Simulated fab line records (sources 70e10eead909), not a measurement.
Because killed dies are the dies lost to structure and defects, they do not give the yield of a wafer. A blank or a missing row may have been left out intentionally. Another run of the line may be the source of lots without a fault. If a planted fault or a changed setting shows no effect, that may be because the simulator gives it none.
fab line records	flow nandHarc
[record] lots = 24	wafers = 72	lastDay = 34
route steps=1302 shown A_CONTACT@1020
lots that met no fault: from a run of the same line without faults
startH: hours from the record's first day to the start of the lot's first wafer shown	waitH: hours since the lot's step before	" unchanged from the row above	L1.1+2: a row that stands for several wafers	- either no value or no given start	* or withheld: withheld	< > ~ a bound
route shown NAME@n: names a module that has steps shown in the file, with the first one's number in the route	usual: mean and standard deviation over wafers with no fault	same: alike in all rows	chamber/n: place in a boat	sites: per-site readings	_std_site: their standard deviation	_edge_site: mean of outer sites minus mean of inner sites	radiusMm: how far each site lies from the wafer's centre	mask NAME#n: copy n	behind: the last tool/chamber to shape the wafer	hold: cause of the lot's hold/its duration in hours/its outcome	device: whichever transistor did not switch (one of n, p or np)	end of line: tests run on the same wafers once the route is complete	a step with no rows: only its recipe	killed: the dies lost at the first sort to structure and to defects; this is not the yield of the wafer	map: the dies of a wafer, with x for killed, . for not killed, _ for no die there
set.NAME: the setting as run; set.NAME@STEP: as run at that earlier step	model.NAME: the simulator's own value behind a step, which no gauge read
one table for each step of the route and one row for each wafer, over a sample of lots
services: the hour from which a tool's chamber was out of use, counted from the record's first day as startH (under 0 if before that day), plus the number of hours and why
[[steps]]
[step NHARC_A_CONTACT_CD_MEAS_53]
[usual] cdNm = 289.5/0.76
lot.wafer	tool	chamber	startH	waitH	cdNm
L074.4	cdSem-01	-	501.01	-	288.7
L074.5	"	-	"	"	287.7
L074.6	"	-	"	"	288.3
L075.2	cdSem-01	-	506.38	-	289.3
L075.3	"	-	"	"	289.3
L075.5	"	-	"	"	289.2
L076.2	cdSem-03	-	507.57	-	290.2
L076.4	"	-	"	"	289.6
L076.5	"	-	"	"	289.6
L079.1	cdSem-01	-	531.45	-	288.6
L079.2	"	-	"	"	288.2
L079.4	"	-	"	"	288.2
L077.1	cdSem-03	-	532.12	-	290.0
L077.2	"	-	"	"	289.4
L077.3	"	-	"	"	289.9
L080.1	cdSem-01	-	538.96	-	289.8
L080.3	"	-	"	"	290.0
L080.5	"	-	"	"	289.9
L078.1	cdSem-03	-	539.01	-	290.8
L078.3	"	-	"	"	291.0
L078.4	"	-	"	"	290.5
L081.1	cdSem-02	-	563.27	-	289.1
L081.3	"	-	"	"	289.1
L081.4	"	-	"	"	289.2
L082.1	cdSem-02	-	567.22	-	289.4
L082.3	"	-	"	"	289.0
L082.6	"	-	"	"	289.3
L083.1	cdSem-02	-	581.80	-	289.3
L083.4	"	-	"	"	288.7
L083.6	"	-	"	"	289.2
L085.1	cdSem-01	-	596.66	-	289.7
L085.2	"	-	"	"	290.0
L085.3	"	-	"	"	290.3
L084.2	cdSem-01	-	597.12	-	289.6
L084.5	"	-	"	"	288.6
L084.6	"	-	"	"	289.4
L086.3	cdSem-03	-	614.03	-	288.5
L086.4	"	-	"	"	288.8
L086.6	"	-	"	"	288.9
L087.2	cdSem-03	-	625.96	-	289.3
L087.5	"	-	"	"	290.2
L087.6	"	-	"	"	289.6
L089.2	cdSem-03	-	637.41	-	289.2
L089.4	"	-	"	"	289.4
L089.5	"	-	"	"	289.2
L088.2	cdSem-02	-	641.63	-	290.0
L088.4	"	-	"	"	290.2
L088.5	"	-	"	"	290.0
L090.3	cdSem-03	-	661.34	-	290.0
L090.4	"	-	"	"	290.1
L090.6	"	-	"	"	289.7
L091.3	cdSem-02	-	674.19	-	287.6
L091.4	"	-	"	"	288.0
L091.6	"	-	"	"	287.9
L093.2	cdSem-03	-	676.04	-	289.6
L093.5	"	-	"	"	289.9
L093.6	"	-	"	"	289.8
L092.2	cdSem-02	-	679.90	-	290.5
L092.4	"	-	"	"	290.4
L092.6	"	-	"	"	289.8
L094.2	cdSem-02	-	695.08	-	290.2
L094.4	"	-	"	"	289.7
L094.6	"	-	"	"	289.4
L095.2	cdSem-03	-	710.33	-	289.5
L095.4	"	-	"	"	289.8
L095.6	"	-	"	"	289.4
L097.2	cdSem-03	-	727.36	-	289.5
L097.4	"	-	"	"	289.4
L097.6	"	-	"	"	289.4
L096.1	cdSem-02	-	747.61	-	291.2
L096.2	"	-	"	"	290.4
L096.3	"	-	"	"	291.0
[step NHARC_A_CONTACT_DEP_58]
[recipe] targetThkA = 900	targetThkNm = 90	tempC = 400	pressureTorr = 3.5	flowSccm = 200	rfW = 350	material = SiON
[usual] heaterPowerW = 798/110
lot.wafer	tool	chamber	startH	waitH	heaterPowerW
L074.5	pecvd-01	2	505.47	0.6	693
L074.6	"	0	"	"	736
L074.4	"	1	"	"	727
L075.3	pecvd-04	2	510.71	1.6	932
L075.2	"	1	"	"	748
L075.5	"	2	"	"	926
L076.2	pecvd-03	2	511.73	2.1	946
L076.5	"	2	"	"	949
L076.4	"	0	"	"	828
L079.1	pecvd-03	2	536.05	2.7	941
L079.2	"	1	"	"	717
L079.4	"	2	"	"	955
L077.2	pecvd-04	2	536.89	2.2	966
L077.1	"	0	"	"	700
L077.3	"	1	"	"	673
L078.1	pecvd-04	1	543.21	2.7	684
L078.3	"	2	"	"	1030
L078.4	"	0	"	"	730
L080.3	pecvd-01	1	543.30	1.6	844
L080.1	"	2	"	"	671
L080.5	"	2	"	"	690
L081.1	pecvd-01	2	568.46	2.7	680
L081.3	"	1	"	"	865
L081.4	"	1	"	"	817
L082.3	pecvd-04	0	571.41	1.6	739
L082.1	"	2	"	"	1025
L082.6	"	1	"	"	782
L083.1	pecvd-04	1	586.02	2.7	787
L083.4	"	0	"	"	714
L083.6	"	2	"	"	1044
L085.3	pecvd-01	0	600.88	1.6	684
L085.1	"	1	"	"	735
L085.2	"	2	"	"	705
L084.2	pecvd-04	0	601.41	2.2	745
L084.5	"	2	"	"	915
L084.6	"	0	"	"	711
L086.3	pecvd-04	2	623.34	1.7	915
L086.4	"	1	"	"	751
L086.6	"	2	"	"	924
L087.2	pecvd-03	1	633.25	2.2	679
L087.6	"	1	"	"	693
L087.5	"	2	"	"	963
L089.2	pecvd-03	1	641.58	2.1	689
L089.4	"	1	"	"	710
L089.5	"	0	"	"	838
L088.2	pecvd-04	2	646.04	2.2	992
L088.5	"	2	"	"	1013
L088.4	"	0	"	"	691
L090.3	pecvd-04	1	665.80	1.9	819
L090.6	"	0	"	"	699
L090.4	"	2	"	"	1074
L091.3	pecvd-03	2	680.39	1.7	892
L091.4	"	0	"	"	790
L091.6	"	1	"	"	747
L093.2	pecvd-04	1	683.59	2.2	761
L093.5	"	2	"	"	1073
L093.6	"	0	"	"	677
L092.2	pecvd-03	1	685.31	2.8	833
L092.6	"	2	"	"	837
L092.4	"	0	"	"	756
L094.2	pecvd-03	0	699.83	2.3	762
L094.4	"	1	"	"	840
L094.6	"	2	"	"	895
L095.2	pecvd-04	0	715.65	2.1	791
L095.4	"	0	"	"	804
L095.6	"	2	"	"	914
L097.2	pecvd-01	2	731.51	2.1	718
L097.6	"	0	"	"	779
L097.4	"	1	"	"	857
L096.3	pecvd-01	1	755.92	1.7	834
L096.2	"	2	"	"	690
L096.1	"	0	"	"	687
[step NHARC_A_CONTACT_OVL_MEAS_70]
[usual] overlayXNm = 0.0/0.89	overlayYNm = -0.1/0.92
lot.wafer	tool	chamber	startH	waitH	overlayXNm	overlayYNm
L074.4	overlay-01	-	506.20	-	1.1	0.7
L074.5	"	-	"	"	0.8	0.9
L074.6	"	-	"	"	0.0	1.6
L075.2	overlay-02	-	511.40	-	-0.7	0.9
L075.3	"	-	"	"	-1.3	0.6
L075.5	"	-	"	"	-0.7	1.3
L076.2	overlay-02	-	512.54	-	-2.4	0.1
L076.4	"	-	"	"	-2.4	-0.2
L076.5	"	-	"	"	-2.4	0.0
L079.1	overlay-01	-	536.86	-	-0.1	0.1
L079.2	"	-	"	"	0.0	0.0
L079.4	"	-	"	"	0.1	0.2
L077.1	overlay-02	-	537.70	-	0.4	0.3
L077.2	"	-	"	"	0.2	-0.1
L077.3	"	-	"	"	-0.6	0.2
L078.1	overlay-01	-	543.87	-	0.0	0.1
L078.3	"	-	"	"	0.3	-0.2
L078.4	"	-	"	"	-0.3	-0.4
L080.1	overlay-02	-	544.11	-	-0.2	-0.6
L080.3	"	-	"	"	0.2	-0.7
L080.5	"	-	"	"	-0.3	-1.0
L081.1	overlay-01	-	569.27	-	0.6	-1.5
L081.3	"	-	"	"	0.5	-1.6
L081.4	"	-	"	"	0.8	-1.1
L082.1	overlay-02	-	572.10	-	-0.8	-0.5
L082.3	"	-	"	"	-0.8	-0.1
L082.6	"	-	"	"	-0.8	-0.4
L083.1	overlay-01	-	586.81	-	0.5	-0.1
L083.4	"	-	"	"	0.7	0.7
L083.6	"	-	"	"	0.3	0.1
L085.1	overlay-01	-	601.71	-	-0.7	-1.0
L085.2	"	-	"	"	0.0	-1.2
L085.3	"	-	"	"	-0.2	-1.3
L084.2	overlay-01	-	602.06	-	0.0	0.4
L084.5	"	-	"	"	0.2	0.9
L084.6	"	-	"	"	0.1	0.5
L086.3	overlay-02	-	623.97	-	1.1	-1.8
L086.4	"	-	"	"	1.4	-1.7
L086.6	"	-	"	"	1.3	-1.5
L087.2	overlay-01	-	633.94	-	1.5	1.2
L087.5	"	-	"	"	1.2	1.0
L087.6	"	-	"	"	1.1	1.2
L089.2	overlay-02	-	642.39	-	1.1	0.6
L089.4	"	-	"	"	1.1	0.2
L089.5	"	-	"	"	0.7	0.9
L088.2	overlay-01	-	646.84	-	0.7	0.0
L088.4	"	-	"	"	1.1	-0.4
L088.5	"	-	"	"	0.5	0.5
L090.3	overlay-01	-	666.58	-	-0.4	-2.2
L090.4	"	-	"	"	-0.6	-1.3
L090.6	"	-	"	"	-0.6	-2.3
L091.3	overlay-02	-	681.14	-	0.3	0.9
L091.4	"	-	"	"	0.6	-0.1
L091.6	"	-	"	"	0.3	0.6
L093.2	overlay-02	-	684.27	-	-0.6	0.2
L093.5	"	-	"	"	-0.7	-0.3
L093.6	"	-	"	"	-0.4	0.0
L092.2	overlay-01	-	686.12	-	-1.9	0.5
L092.4	"	-	"	"	-1.3	0.7
L092.6	"	-	"	"	-1.1	0.1
L094.2	overlay-02	-	700.58	-	1.2	-0.3
L094.4	"	-	"	"	1.0	-0.4
L094.6	"	-	"	"	1.3	0.1
L095.2	overlay-02	-	716.45	-	-1.2	-2.2
L095.4	"	-	"	"	-0.9	-1.2
L095.6	"	-	"	"	-1.2	-1.7
L097.2	overlay-02	-	732.32	-	-0.3	0.7
L097.4	"	-	"	"	0.3	0.4
L097.6	"	-	"	"	0.1	1.4
L096.1	overlay-02	-	756.73	-	0.0	-1.9
L096.2	"	-	"	"	-0.5	-1.5
L096.3	"	-	"	"	-0.6	-1.7
[step NHARC_A_CONTACT_ETCH_129]
[recipe] sourceW = withheld	pressureMtorr = 20	biasV = 3000	timeS = 197	targetDepthA = 19180	arFlowSccm = withheld	c4f8FlowSccm = withheld	o2FlowSccm = withheld	chemistry = C4F8/O2/Ar
[usual] chamberPressureMTorr = 20.002/0.018
lot.wafer	tool	chamber	startH	waitH	chamberPressureMTorr	rfHoursCounterH
L074.4	harCapEtch-03	0	508.88	0.1	19.973	-
L074.6	"	0	"	"	20.029	-
L074.5	"	1	"	"	20.010	-
L075.2	harCapEtch-02	1	513.98	0.1	20.002	89
L075.3	"	0	"	"	20.012	-
L075.5	"	1	"	"	20.001	-
L076.2	harCapEtch-03	1	515.10	0.1	19.995	45
L076.4	"	0	"	"	19.971	-
L076.5	"	0	"	"	20.046	-
L079.2	harCapEtch-02	0	539.42	0.1	19.983	95
L079.1	"	1	"	"	20.014	95
L079.4	"	0	"	"	19.999	-
L077.2	harCapEtch-01	1	540.24	0.1	20.012	7
L077.1	"	0	"	"	20.013	7
L077.3	"	1	"	"	19.993	-
L078.1	harCapEtch-03	1	546.41	0.1	20.012	51
L078.4	"	1	"	"	20.015	-
L078.3	"	0	"	"	19.979	-
L080.1	harCapEtch-02	1	547.03	0.1	20.010	96
L080.3	"	1	"	"	19.958	-
L080.5	"	1	"	"	19.997	-
L081.1	harCapEtch-01	1	572.16	0.2	19.979	11
L081.4	"	0	"	"	20.019	-
L081.3	"	1	"	"	20.013	-
L082.1	harCapEtch-03	1	574.64	0.1	20.008	56
L082.3	"	0	"	"	20.001	-
L082.6	"	1	"	"	19.989	-
L083.1	harCapEtch-01	0	589.35	0.1	19.988	14
L083.4	"	0	"	"	19.975	-
L083.6	"	1	"	"	19.978	-
L085.2	harCapEtch-02	1	604.55	0.2	20.000	106
L085.1	"	0	"	"	19.999	106
L085.3	"	1	"	"	20.015	-
L084.2	harCapEtch-03	1	604.63	0.1	19.982	61
L084.6	"	0	"	"	20.022	-
L084.5	"	1	"	"	20.010	-
L086.4	harCapEtch-03	1	626.56	0.1	20.051	-
L086.3	"	0	"	"	20.020	-
L086.6	"	0	"	"	20.003	-
L087.2	harCapEtch-01	1	636.49	0.1	19.999	22
L087.5	"	1	"	"	20.024	-
L087.6	"	0	"	"	20.015	-
L089.2	harCapEtch-03	0	644.98	0.1	20.000	68
L089.4	"	1	"	"	19.990	-
L089.5	"	0	"	"	19.975	-
L088.2	harCapEtch-02	0	649.48	0.1	20.010	114
L088.4	"	1	"	"	19.983	-
L088.5	"	0	"	"	19.996	-
L090.3	harCapEtch-01	0	669.19	0.1	20.010	-
L090.4	"	1	"	"	19.995	-
L090.6	"	1	"	"	20.026	-
L091.4	harCapEtch-02	1	684.07	0.2	20.016	-
L091.3	"	0	"	"	19.994	-
L091.6	"	0	"	"	20.052	-
L093.2	harCapEtch-01	0	686.85	0.1	20.015	30
L093.6	"	1	"	"	19.989	-
L093.5	"	0	"	"	20.019	-
L092.2	harCapEtch-03	1	688.77	0.1	19.995	75
L092.4	"	1	"	"	20.000	-
L092.6	"	1	"	"	20.002	-
L094.2	harCapEtch-02	1	703.15	0.1	20.008	124
L094.4	"	1	"	"	20.003	-
L094.6	"	1	"	"	20.014	-
L095.2	harCapEtch-02	0	719.30	0.2	19.973	126
L095.4	"	1	"	"	20.011	-
L095.6	"	0	"	"	20.015	-
L097.2	harCapEtch-03	0	734.87	0.1	20.026	83
L097.4	"	0	"	"	20.005	-
L097.6	"	1	"	"	20.020	-
L096.1	harCapEtch-01	1	759.48	0.1	20.003	44
L096.2	"	0	"	"	19.985	44
L096.3	"	0	"	"	20.018	-
[step NHARC_A_CONTACT_ETCH_130]
[recipe] sourceW = withheld	pressureMtorr = 20	biasV = 3000	timeS = 197	targetDepthA = 19180	arFlowSccm = withheld	c4f8FlowSccm = withheld	o2FlowSccm = withheld	chemistry = C4F8/O2/Ar
[usual] chamberPressureMTorr = 19.999/0.019
lot.wafer	tool	chamber	startH	waitH	chamberPressureMTorr	rfHoursCounterH
L074.4	harCapEtch-03	0	509.06	0.1	20.037	-
L074.6	"	0	"	"	19.997	-
L074.5	"	1	"	"	19.976	-
L075.2	harCapEtch-02	1	514.16	0.1	19.970	89
L075.3	"	0	"	"	20.014	-
L075.5	"	1	"	"	19.962	-
L076.2	harCapEtch-03	1	515.28	0.1	19.975	45
L076.4	"	0	"	"	20.052	-
L076.5	"	0	"	"	19.996	-
L079.2	harCapEtch-02	0	539.60	0.1	19.990	95
L079.1	"	1	"	"	19.982	95
L079.4	"	0	"	"	19.995	-
L077.2	harCapEtch-01	1	540.42	0.1	20.001	7
L077.1	"	0	"	"	19.999	7
L077.3	"	1	"	"	19.993	-
L078.1	harCapEtch-03	1	546.58	0.1	20.029	51
L078.4	"	1	"	"	19.986	-
L078.3	"	0	"	"	20.003	-
L080.1	harCapEtch-02	1	547.21	0.1	20.004	97
L080.3	"	1	"	"	20.029	-
L080.5	"	1	"	"	20.008	-
L081.1	harCapEtch-01	1	572.39	0.2	19.974	11
L081.4	"	0	"	"	19.984	-
L081.3	"	1	"	"	20.012	-
L082.1	harCapEtch-03	1	574.81	0.1	19.995	56
L082.3	"	0	"	"	19.993	-
L082.6	"	1	"	"	20.013	-
L083.1	harCapEtch-01	0	589.52	0.1	20.018	14
L083.4	"	0	"	"	19.988	-
L083.6	"	1	"	"	20.022	-
L085.2	harCapEtch-02	1	604.79	0.2	19.999	107
L085.1	"	0	"	"	20.015	107
L085.3	"	1	"	"	20.011	-
L084.2	harCapEtch-03	1	604.81	0.1	19.980	62
L084.6	"	0	"	"	20.040	-
L084.5	"	1	"	"	20.003	-
L086.4	harCapEtch-03	1	626.74	0.1	20.031	-
L086.3	"	0	"	"	20.011	-
L086.6	"	0	"	"	19.993	-
L087.2	harCapEtch-01	1	636.67	0.1	20.013	22
L087.5	"	1	"	"	19.989	-
L087.6	"	0	"	"	19.998	-
L089.2	harCapEtch-03	0	645.15	0.1	19.998	68
L089.4	"	1	"	"	20.015	-
L089.5	"	0	"	"	20.019	-
L088.2	harCapEtch-02	0	649.65	0.1	19.993	114
L088.4	"	1	"	"	19.966	-
L088.5	"	0	"	"	20.005	-
L090.3	harCapEtch-01	0	669.36	0.1	19.991	-
L090.4	"	1	"	"	20.026	-
L090.6	"	1	"	"	20.003	-
L091.4	harCapEtch-02	1	684.31	0.2	19.994	-
L091.3	"	0	"	"	19.991	-
L091.6	"	0	"	"	20.006	-
L093.2	harCapEtch-01	0	687.02	0.1	19.991	30
L093.6	"	1	"	"	19.989	-
L093.5	"	0	"	"	19.985	-
L092.2	harCapEtch-03	1	688.95	0.1	20.004	75
L092.4	"	1	"	"	19.979	-
L092.6	"	1	"	"	19.982	-
L094.2	harCapEtch-02	1	703.32	0.1	19.972	125
L094.4	"	1	"	"	19.996	-
L094.6	"	1	"	"	19.903	-
L095.2	harCapEtch-02	0	719.54	0.2	19.992	126
L095.4	"	1	"	"	20.014	-
L095.6	"	0	"	"	19.983	-
L097.2	harCapEtch-03	0	735.05	0.1	19.970	83
L097.4	"	0	"	"	20.008	-
L097.6	"	1	"	"	19.987	-
L096.1	harCapEtch-01	1	759.65	0.1	20.008	44
L096.2	"	0	"	"	20.016	44
L096.3	"	0	"	"	19.972	-
[step NHARC_A_CONTACT_ETCH_106]
[recipe] targetDepthA = 900	overetchA = 90	timeS = 49.5	ionEnergyEv = 100	cf4FlowSccm = 80	o2FlowSccm = 20	arFlowSccm = 0	rfW = 300	biasW = 100	chemistry = CF4/O2
[usual] biasW = 100.0/0.31	chamberPressureMTorr = 30.000/0.029	drypumpMotorCurrentA = 5.8/0.4	oesProductAu = 1.000/0.0074	rfVppV = 198.3/1.4	showerheadPlenumPTorr = 1.36/0.054	throttleValvePct = 13.398/0.01
lot.wafer	tool	chamber	startH	waitH	biasW	chamberPressureMTorr	drypumpMotorCurrentA	oesProductAu	rfHoursCounterH	rfVppV	showerheadPlenumPTorr	throttleValvePct
L074.4	rieDiel-08	1	510.83	0.1	100.1	29.992	6.1	0.999	24	195.3	1.28	13.411
L074.6	"	1	"	"	100.0	30.016	6.1	1.001	-	197.0	1.28	13.410
L074.5	"	2	"	"	99.7	30.046	5.6	0.996	-	199.9	1.40	13.398
L075.3	rieDiel-08	2	515.96	0.1	99.9	30.004	5.6	1.007	23	199.6	1.40	13.407
L075.2	"	1	"	"	100.2	30.000	6.1	1.000	25	196.2	1.28	13.413
L075.5	"	3	"	"	100.0	29.940	5.8	0.995	-	199.3	1.40	13.403
L076.2	rieDiel-08	0	517.18	0.1	100.3	29.998	6.0	0.998	24	198.9	1.38	13.416
L076.4	"	2	"	"	99.9	29.991	5.6	0.998	23	198.8	1.40	13.385
L076.5	"	3	"	"	100.0	30.011	5.8	0.992	-	198.5	1.39	13.402
L079.4	rieDiel-08	1	541.44	0.1	100.0	29.970	6.1	1.011	29	196.6	1.28	13.391
L079.1	"	2	"	"	99.4	29.972	5.6	0.998	28	198.0	1.40	13.381
L079.2	"	3	"	"	100.6	30.004	5.8	1.003	30	199.6	1.39	13.389
L077.2	rieDiel-08	3	542.27	0.1	99.8	29.958	5.8	1.004	30	200.5	1.39	13.384
L077.3	"	0	"	"	100.2	30.050	6.0	0.983	29	198.3	1.37	13.395
L077.1	"	2	"	"	100.1	30.028	5.6	0.995	28	200.1	1.40	13.388
L078.1	rieDiel-09	1	549.14	0.1	100.0	30.009	4.7	1.010	13	198.6	1.34	13.406
L078.3	"	2	"	"	99.3	30.011	6.2	0.997	12	199.0	1.43	13.398
L078.4	"	0	"	"	100.5	29.992	6.0	0.991	13	196.4	1.25	13.390
L080.1	rieDiel-09	0	549.56	0.1	100.5	29.982	6.0	1.002	13	194.8	1.25	13.415
L080.3	"	1	"	"	99.8	30.011	4.7	1.005	13	198.3	1.34	13.394
L080.5	"	1	"	"	99.9	30.031	4.7	1.017	-	197.7	1.34	13.397
L081.4	rieDiel-08	3	574.54	0.1	100.1	30.030	5.8	0.987	4	197.8	1.39	13.393
L081.3	"	0	"	"	100.1	29.986	6.0	1.000	4	198.3	1.37	13.415
L081.1	"	1	"	"	99.8	29.957	6.1	1.012	3	196.4	1.28	13.417
L082.3	rieDiel-08	3	576.65	0.1	99.7	30.009	5.8	1.003	4	199.7	1.39	13.391
L082.1	"	1	"	"	100.0	30.020	6.1	0.992	3	195.9	1.28	13.406
L082.6	"	2	"	"	99.8	29.982	5.6	0.996	-	199.1	1.40	13.405
L083.4	rieDiel-08	3	591.36	0.1	99.5	29.982	5.8	0.995	5	199.2	1.39	13.394
L083.1	"	1	"	"	98.9	30.034	6.1	1.000	5	197.7	1.28	13.394
L083.6	"	2	"	"	99.7	29.986	5.6	0.995	-	199.9	1.40	13.400
L084.2	rieDiel-01	2	606.60	0.1	99.7	30.063	5.7	1.012	10	200.5	1.42	13.400
L084.5	"	2	"	"	99.9	29.973	5.7	1.011	-	199.6	1.42	13.403
L084.6	"	3	"	"	99.8	29.983	5.8	1.000	-	195.8	1.25	13.397
L085.3	rieDiel-08	3	606.93	0.0	100.0	29.998	5.8	0.983	8	199.2	1.39	13.412
L085.1	"	0	"	"	100.3	29.964	6.0	0.999	9	198.7	1.37	13.390
L085.2	"	1	"	"	99.9	30.017	6.1	1.006	8	196.4	1.28	13.392
L086.4	rieDiel-09	2	629.00	0.0	100.2	29.961	6.2	0.994	43	200.3	1.42	13.396
L086.3	"	3	"	"	99.7	29.976	6.5	1.004	39	196.7	1.33	13.388
L086.6	"	2	"	"	99.9	30.058	6.1	1.007	-	198.9	1.42	13.401
L087.2	rieDiel-08	2	638.49	0.1	100.5	29.941	5.6	0.998	14	199.6	1.39	13.418
L087.6	"	2	"	"	100.0	30.013	5.6	0.988	-	199.1	1.39	13.407
L087.5	"	3	"	"	100.0	29.997	5.8	0.997	-	200.5	1.39	13.396
L089.2	rieDiel-08	0	646.97	0.0	99.9	30.032	6.0	0.990	15	197.7	1.37	13.392
L089.4	"	2	"	"	99.8	29.982	5.6	1.004	14	200.2	1.39	13.399
L089.5	"	0	"	"	99.5	30.014	6.0	1.004	-	199.4	1.37	13.386
L088.2	rieDiel-08	3	651.55	0.1	100.1	30.072	5.8	1.006	14	197.6	1.39	13.387
L088.4	"	3	"	"	99.9	29.989	5.8	0.992	-	197.4	1.39	13.373
L088.5	"	0	"	"	100.3	30.006	6.0	0.996	-	198.5	1.37	13.407
L090.4	rieDiel-09	3	671.14	0.1	100.3	30.020	6.4	1.003	54	196.3	1.32	13.426
L090.3	"	0	"	"	100.7	30.038	6.0	1.001	54	195.9	1.24	13.391
L090.6	"	2	"	"	99.5	29.997	6.2	1.016	-	199.6	1.42	13.393
L091.4	rieDiel-09	1	686.40	0.0	99.8	30.048	4.7	1.005	0	196.7	1.33	13.403
L091.3	"	0	"	"	99.8	29.997	6.0	0.998	0	200.3	1.45	13.399
L091.6	"	1	"	"	99.8	30.026	4.7	1.003	-	198.1	1.33	13.390
L093.2	rieDiel-08	0	688.83	0.1	99.8	29.980	6.0	0.992	23	198.2	1.37	13.386
L093.6	"	0	"	"	100.0	29.987	6.0	0.985	-	199.3	1.37	13.403
L093.5	"	1	"	"	100.3	30.023	6.1	0.992	-	196.6	1.28	13.402
L092.4	rieDiel-08	3	690.77	0.1	99.9	29.963	5.8	1.008	23	198.8	1.39	13.401
L092.2	"	0	"	"	100.0	30.011	6.0	1.005	23	198.7	1.37	13.395
L092.6	"	3	"	"	100.1	30.009	5.8	0.985	-	197.4	1.39	13.386
L094.4	rieDiel-09	0	705.12	0.1	100.1	29.996	6.0	1.012	5	199.7	1.44	13.400
L094.2	"	1	"	"	99.6	30.025	4.7	1.009	4	197.2	1.33	13.398
L094.6	"	1	"	"	99.6	29.954	4.7	1.008	-	197.2	1.33	13.397
L095.2	rieDiel-08	2	721.68	0.1	99.5	30.011	5.6	1.001	27	199.4	1.39	13.410
L095.4	"	0	"	"	100.0	30.002	6.0	1.003	26	198.9	1.37	13.403
L095.6	"	1	"	"	100.2	30.021	6.1	1.001	-	196.2	1.28	13.385
L097.4	rieDiel-09	0	736.88	0.1	99.7	30.021	6.0	1.003	9	202.4	1.44	13.406
L097.2	"	1	"	"	99.7	30.018	4.7	0.998	13	198.6	1.33	13.373
L097.6	"	0	"	"	99.9	29.980	6.0	1.006	-	198.8	1.44	13.378
L096.2	rieDiel-08	1	761.47	0.1	100.0	29.970	6.1	0.993	8	195.4	1.27	13.395
L096.3	"	2	"	"	100.0	30.012	5.6	0.994	8	198.6	1.39	13.385
L096.1	"	3	"	"	100.0	29.998	5.8	0.999	7	200.1	1.39	13.377
[[services]]
tool	chamber	startH	hours	kind
rieDiel-01	2	484.32	20.3	repair
pecvd-01	-	492.36	13.0	pm
harCapEtch-01	-	497.00	17.0	pm
pecvd-03	-	499.17	0.6	repair
rieDiel-09	-	499.71	9.0	pm
rieDiel-08	-	546.12	9.0	pm
pecvd-03	-	547.14	13.0	pm
rieDiel-01	-	561.14	9.0	pm
pecvd-03	-	568.87	2.7	repair
harCapEtch-03	-	583.84	0.6	repair
rieDiel-01	3	618.65	3.9	repair
pecvd-04	-	631.52	13.0	pm
rieDiel-08	2	650.03	5.1	repair
pecvd-01	-	673.36	13.0	pm
rieDiel-09	-	676.71	9.0	pm
rieDiel-01	-	682.16	0.1	repair
rieDiel-08	0	693.17	7.0	repair
rieDiel-09	0	718.17	5.7	repair
rieDiel-08	-	723.12	9.0	pm
pecvd-03	-	728.14	13.0	pm
harCapEtch-03	-	728.64	0.8	repair
rieDiel-01	-	738.14	9.0	pm
harCapEtch-02	-	754.00	17.0	pm
rieDiel-08	0	757.23	3.3	repair
[[key]]
fault none
